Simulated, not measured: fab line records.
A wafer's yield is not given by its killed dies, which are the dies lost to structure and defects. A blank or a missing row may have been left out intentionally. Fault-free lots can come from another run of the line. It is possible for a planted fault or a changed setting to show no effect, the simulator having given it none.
Split-lot trial    flow n5_finfet    7 lots, 21 wafers read, on a route of 1938 steps

ON THE SPLIT
At N5_BEOL_M15_COAT_58 (time 60 s, resist thk 89 nm), the setting spin_rpm was moved away from the recipe's 1500 rpm on 7 of the 21 wafers read, by -7.3% to +10.1%. The other wafers ran this setting at the recipe's value.

FROM THE SPLIT TO THE READING: what the file shows between them, 3 steps
- N5_BEOL_M15_COAT_04: resist thk 800 nm
- N5_BEOL_M15_EBR_06
- N5_BEOL_M15_DESCUM_15: chemistry O2, time 7.9 s

THE READING
etch.depth_nm (the simulator's own value, which no gauge read), in nm, at N5_BEOL_M15_ETCH_59 (etches BARC in N2/H2, target depth 89 nm, overetch 26.7 nm, time 67.9 s). The file gives no usual value for it. The 14 wafers here that ran the recipe average 89.03 nm, standard deviation 0.31 nm.

wafer   tool, chamber at the split  spin_rpm as run, rpm  against the recipe  etch.depth_nm, nm  against lot-mates on the recipe
L082.2  litho_track-04, 0           1457                  -2.9%               90.48              +1.27
L082.4  litho_track-04, 0           1500                  recipe              89.28              -
L082.6  litho_track-04, 0           1500                  recipe              89.15              -
L080.1  litho_track-05, 0           1500                  recipe              88.9               -
L080.3  litho_track-05, 0           1500                  recipe              88.69              -
L080.6  litho_track-05, 0           1652                  +10.1%              84.53              -4.27
L083.2  litho_track-03, 0           1500                  recipe              89.77              -
L083.3  litho_track-03, 0           1500                  recipe              89.46              -
L083.5  litho_track-03, 0           1391                  -7.3%               93.04              +3.43
L084.3  litho_track-05, 0           1500                  recipe              88.8               -
L084.4  litho_track-05, 0           1500                  recipe              88.82              -
L084.5  litho_track-05, 0           1500                  recipe              88.92              -
L088.1  litho_track-03, 0           1558                  +3.9%               86.99              -1.83
L088.3  litho_track-03, 0           1500                  recipe              88.82              -
L088.5  litho_track-03, 0           1558                  +3.9%               87.23              -1.59
L097.1  litho_track-04, 0           1500                  recipe              89.28              -
L097.4  litho_track-04, 0           1598                  +6.5%               86.57              -2.71
L097.6  litho_track-04, 0           1598                  +6.5%               86.6               -2.68
L096.1  litho_track-04, 0           1500                  recipe              88.93              -
L096.2  litho_track-04, 0           1500                  recipe              89.01              -
L096.5  litho_track-04, 0           1500                  recipe              88.63              -

FIT RESULTS
A straight line over all 21 wafers: etch.depth_nm changes by -0.457 nm for each +1% of spin_rpm; r = -0.98; the points scatter about the line by 0.35 nm.
The same after taking each lot's own level away (the mean of its wafers on the recipe; 21 wafers): -0.433 nm for each +1%; r = -1.00; scatter 0.13 nm.
On that fit, the largest move of spin_rpm shifts the reading by 4.4 nm.
Across the lots, their own levels run from 88.795 to 89.615 nm, a range of 2.7 times the standard deviation given above.
Hence the lot-to-lot level has little effect on the slope; both slopes agree.
Check: for one of the wafers moved furthest among these (+10.1%), held out of the fit, the line's prediction against its lot-mates is -4.41 nm. Against them it came out at -4.27 nm.

THE WHOLE CHAIN: every reading that the file lists as answering this split, in the file's order
step                 what it does                                                             reading                                                                           change (the file's fit)                r (the file's)
N5_BEOL_M15_COAT_58  time 60 s, resist thk 89 nm                                              BARC_of_BEOL_M15_COAT_58.thk_nm (the simulator's own value, which no gauge read)  -0.426 nm for each +1% of the setting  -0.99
N5_BEOL_M15_ETCH_59  etches BARC in N2/H2, target depth 89 nm, overetch 26.7 nm, time 67.9 s  etch.depth_nm (the simulator's own value, which no gauge read)                    -0.434 nm for each +1% of the setting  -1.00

THE FILE'S OWN FIT
etch.depth_nm changes by -0.434 nm for each +1% of spin_rpm, r = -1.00.
